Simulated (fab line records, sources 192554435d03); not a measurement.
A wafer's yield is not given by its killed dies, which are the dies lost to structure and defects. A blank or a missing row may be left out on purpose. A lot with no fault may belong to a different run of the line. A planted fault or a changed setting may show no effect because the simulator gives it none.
Lot-split experiment / flow n5Finfet / 39 wafers read across 7 lots, on a route 1938 steps long

## ABOUT THE SPLIT
At N5_BEOL_M8_TRENCH_ETCH_37 (etches SiCOH lowk in C4F6/O2, target depth 93.478 nm, time 31.2 s), the setting targetDepthA was moved away from the recipe's 934.78 angstrom on 18 of the 39 wafers read, by -46.4% to +42.7%. For the rest of the wafers, this setting stayed at what the recipe calls for.

## FROM THE SPLIT TO THE READING: what the file shows between them, 8 steps
- N5_BEOL_M8_ETCH_41: etches SiCN in CH3F/O2, target depth 31.9 nm, time 57.8 s
- N5_BEOL_M8_STRIP_80: strips in N2/H2, time 10 s
- N5_BEOL_M8_OCD_MEAS_38
- N5_BEOL_M8_HM_STRIP_39: strips TiN in peroxide tin strip, target depth 25 nm, time 158 s
- N5_BEOL_M8_SRD_40: time 30 s
- N5_BEOL_M8_ECD_50: material Cu, target thk 300 nm
- N5_BEOL_M8_ANNEAL_51: time 90 s
- N5_BEOL_M8_CMP_52: polishes, stops on SiCOH lowk, t overpolish 6.9 s, target thk 80 nm

## THE READING
M8_THK, in nm, at N5_BEOL_M8_THK_MEAS_53 (measures by xrf). A value of 78.6 nm with a standard deviation of 1.9 nm is what fault-free wafers of this fab line usually give.

wafer=L075.1; tool, chamber at the split=rieDiel-02, 3; targetDepthA as run, angstrom=1334; against the recipe=+42.7%; M8_THK, nm=117.8; against lot-mates on the recipe=+39.0
wafer=L075.2; tool, chamber at the split=rieDiel-02, 0; targetDepthA as run, angstrom=934.78; against the recipe=recipe; M8_THK, nm=77.7; against lot-mates on the recipe=-
wafer=L075.3; tool, chamber at the split=rieDiel-02, 1; targetDepthA as run, angstrom=934.78; against the recipe=recipe; M8_THK, nm=79.7; against lot-mates on the recipe=-
wafer=L075.4; tool, chamber at the split=rieDiel-02, 2; targetDepthA as run, angstrom=934.78; against the recipe=recipe; M8_THK, nm=78.9; against lot-mates on the recipe=-
wafer=L075.5; tool, chamber at the split=rieDiel-02, 2; targetDepthA as run, angstrom=1334; against the recipe=+42.7%; M8_THK, nm=117.0; against lot-mates on the recipe=+38.2
wafer=L075.6; tool, chamber at the split=rieDiel-02, 1; targetDepthA as run, angstrom=1334; against the recipe=+42.7%; M8_THK, nm=117.5; against lot-mates on the recipe=+38.7
wafer=L076.2; tool, chamber at the split=rieDiel-03, 0; targetDepthA as run, angstrom=934.78; against the recipe=recipe; M8_THK, nm=78.7; against lot-mates on the recipe=-
wafer=L076.5; tool, chamber at the split=rieDiel-03, 0; targetDepthA as run, angstrom=934.78; against the recipe=recipe; M8_THK, nm=79.2; against lot-mates on the recipe=-
wafer=L076.6; tool, chamber at the split=rieDiel-03, 3; targetDepthA as run, angstrom=934.78; against the recipe=recipe; M8_THK, nm=75.4; against lot-mates on the recipe=-
wafer=L085.1; tool, chamber at the split=rieDiel-03, 2; targetDepthA as run, angstrom=934.78; against the recipe=recipe; M8_THK, nm=80.8; against lot-mates on the recipe=-
wafer=L085.2; tool, chamber at the split=rieDiel-03, 0; targetDepthA as run, angstrom=934.78; against the recipe=recipe; M8_THK, nm=81.2; against lot-mates on the recipe=-
wafer=L085.3; tool, chamber at the split=rieDiel-03, 3; targetDepthA as run, angstrom=934.78; against the recipe=recipe; M8_THK, nm=75.5; against lot-mates on the recipe=-
wafer=L085.4; tool, chamber at the split=rieDiel-03, 1; targetDepthA as run, angstrom=583.9; against the recipe=-37.5%; M8_THK, nm=43.7; against lot-mates on the recipe=-35.5
wafer=L085.5; tool, chamber at the split=rieDiel-03, 3; targetDepthA as run, angstrom=583.9; against the recipe=-37.5%; M8_THK, nm=42.2; against lot-mates on the recipe=-37.0
wafer=L085.6; tool, chamber at the split=rieDiel-03, 2; targetDepthA as run, angstrom=583.9; against the recipe=-37.5%; M8_THK, nm=44.3; against lot-mates on the recipe=-34.9
wafer=L086.1; tool, chamber at the split=rieDiel-04, 2; targetDepthA as run, angstrom=1171; against the recipe=+25.3%; M8_THK, nm=104.0; against lot-mates on the recipe=+24.8
wafer=L086.2; tool, chamber at the split=rieDiel-04, 1; targetDepthA as run, angstrom=1171; against the recipe=+25.3%; M8_THK, nm=101.7; against lot-mates on the recipe=+22.5
wafer=L086.3; tool, chamber at the split=rieDiel-04, 0; targetDepthA as run, angstrom=934.78; against the recipe=recipe; M8_THK, nm=81.1; against lot-mates on the recipe=-
wafer=L086.4; tool, chamber at the split=rieDiel-04, 3; targetDepthA as run, angstrom=934.78; against the recipe=recipe; M8_THK, nm=76.1; against lot-mates on the recipe=-
wafer=L086.5; tool, chamber at the split=rieDiel-04, 2; targetDepthA as run, angstrom=934.78; against the recipe=recipe; M8_THK, nm=80.4; against lot-mates on the recipe=-
wafer=L086.6; tool, chamber at the split=rieDiel-04, 1; targetDepthA as run, angstrom=1171; against the recipe=+25.3%; M8_THK, nm=99.2; against lot-mates on the recipe=+20.0
wafer=L089.1; tool, chamber at the split=rieDiel-04, 2; targetDepthA as run, angstrom=1333; against the recipe=+42.6%; M8_THK, nm=121.1; against lot-mates on the recipe=+43.3
wafer=L089.2; tool, chamber at the split=rieDiel-04, 1; targetDepthA as run, angstrom=934.78; against the recipe=recipe; M8_THK, nm=77.1; against lot-mates on the recipe=-
wafer=L089.3; tool, chamber at the split=rieDiel-04, 0; targetDepthA as run, angstrom=1333; against the recipe=+42.6%; M8_THK, nm=120.1; against lot-mates on the recipe=+42.3
wafer=L089.4; tool, chamber at the split=rieDiel-04, 3; targetDepthA as run, angstrom=934.78; against the recipe=recipe; M8_THK, nm=77.6; against lot-mates on the recipe=-
wafer=L089.5; tool, chamber at the split=rieDiel-04, 1; targetDepthA as run, angstrom=934.78; against the recipe=recipe; M8_THK, nm=78.6; against lot-mates on the recipe=-
wafer=L089.6; tool, chamber at the split=rieDiel-04, 2; targetDepthA as run, angstrom=1333; against the recipe=+42.6%; M8_THK, nm=119.8; against lot-mates on the recipe=+42.0
wafer=L090.1; tool, chamber at the split=rieDiel-04, 3; targetDepthA as run, angstrom=500.9; against the recipe=-46.4%; M8_THK, nm=34.9; against lot-mates on the recipe=-45.9
wafer=L090.2; tool, chamber at the split=rieDiel-04, 1; targetDepthA as run, angstrom=934.78; against the recipe=recipe; M8_THK, nm=78.7; against lot-mates on the recipe=-
wafer=L090.3; tool, chamber at the split=rieDiel-04, 2; targetDepthA as run, angstrom=500.9; against the recipe=-46.4%; M8_THK, nm=36.9; against lot-mates on the recipe=-43.9
wafer=L090.4; tool, chamber at the split=rieDiel-04, 0; targetDepthA as run, angstrom=934.78; against the recipe=recipe; M8_THK, nm=82.2; against lot-mates on the recipe=-
wafer=L090.5; tool, chamber at the split=rieDiel-04, 0; targetDepthA as run, angstrom=934.78; against the recipe=recipe; M8_THK, nm=81.4; against lot-mates on the recipe=-
wafer=L090.6; tool, chamber at the split=rieDiel-04, 1; targetDepthA as run, angstrom=500.9; against the recipe=-46.4%; M8_THK, nm=38.5; against lot-mates on the recipe=-42.3
wafer=L096.1; tool, chamber at the split=rieDiel-03, 2; targetDepthA as run, angstrom=1316; against the recipe=+40.8%; M8_THK, nm=116.7; against lot-mates on the recipe=+37.7
wafer=L096.2; tool, chamber at the split=rieDiel-03, 0; targetDepthA as run, angstrom=1316; against the recipe=+40.8%; M8_THK, nm=119.5; against lot-mates on the recipe=+40.5
wafer=L096.3; tool, chamber at the split=rieDiel-03, 3; targetDepthA as run, angstrom=1316; against the recipe=+40.8%; M8_THK, nm=114.3; against lot-mates on the recipe=+35.3
wafer=L096.4; tool, chamber at the split=rieDiel-03, 1; targetDepthA as run, angstrom=934.78; against the recipe=recipe; M8_THK, nm=78.6; against lot-mates on the recipe=-
wafer=L096.5; tool, chamber at the split=rieDiel-03, 2; targetDepthA as run, angstrom=934.78; against the recipe=recipe; M8_THK, nm=79.6; against lot-mates on the recipe=-
wafer=L096.6; tool, chamber at the split=rieDiel-03, 1; targetDepthA as run, angstrom=934.78; against the recipe=recipe; M8_THK, nm=78.9; against lot-mates on the recipe=-

FIT RESULTS
A straight line over all 39 wafers: M8_THK changes by +0.928 nm for each +1% of targetDepthA; r = +1.00; the points scatter about the line by 1.9 nm.
The same after taking each lot's own level away (the mean of its wafers on the recipe; 39 wafers): +0.944 nm for each +1%; r = +1.00; scatter 1.8 nm.
Per that fit: largest targetDepthA move, reading shift of 44 nm.
Measured against the standard deviation above, the lots' own levels, which go from 77.77 to 80.77 nm, span 1.6 times it.
Consequently the slope shifts little with the lot-to-lot level, the two slopes agreeing.
Check: with one of the wafers moved furthest among these (-46.4%) left out of the fit, the line predicts -43.7 nm for it against its lot-mates. Against them it came out at -45.9 nm.

## THE WHOLE CHAIN: every reading that the file lists as answering this split, in the file's order
step=N5_BEOL_M8_TRENCH_ETCH_37; what it does=etches SiCOH lowk in C4F6/O2, target depth 93.478 nm, time 31.2 s; reading=etch.depthNm (the simulator's own value, which no gauge read); change (the file's fit)=+0.964 nm for each +1% of the setting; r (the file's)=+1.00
step=N5_BEOL_M8_TRENCH_ETCH_37; what it does=etches SiCOH lowk in C4F6/O2, target depth 93.478 nm, time 31.2 s; reading=BEOL_M8.featureDepthNm (the simulator's own value, which no gauge read); change (the file's fit)=+0.964 nm for each +1% of the setting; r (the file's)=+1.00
step=N5_BEOL_M8_TRENCH_ETCH_37; what it does=etches SiCOH lowk in C4F6/O2, target depth 93.478 nm, time 31.2 s; reading=TiN_of_BEOL_M8_HM_DEP_02.thkNm (the simulator's own value, which no gauge read); change (the file's fit)=-0.0272 nm for each +1% of the setting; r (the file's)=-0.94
step=N5_BEOL_M8_OCD_MEAS_38; what it does=; reading=trenchDepthNm; change (the file's fit)=+0.965 nm for each +1% of the setting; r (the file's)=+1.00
step=N5_BEOL_M8_CMP_52; what it does=polishes, stops on SiCOH lowk, t overpolish 6.9 s, target thk 80 nm; reading=Cu_of_BEOL_M8_ECD_50.thkNm (the simulator's own value, which no gauge read); change (the file's fit)=+0.96 nm for each +1% of the setting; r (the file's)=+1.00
step=N5_BEOL_M8_THK_MEAS_53; what it does=measures by xrf; reading=M8_THK; change (the file's fit)=+0.942 for each +1% of the setting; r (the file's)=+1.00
step=N5_BEOL_M8_RS_MEAS_57; what it does=measures by four-point-probe; reading=M8_RS; change (the file's fit)=not straight: 0.741 at the lowest setting, 0.285 at the recipe, 0.180 at the highest; r (the file's)=not given

## THE FILE'S OWN FIT
M8_THK changes by +0.942 nm for each +1% of targetDepthA, r = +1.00.
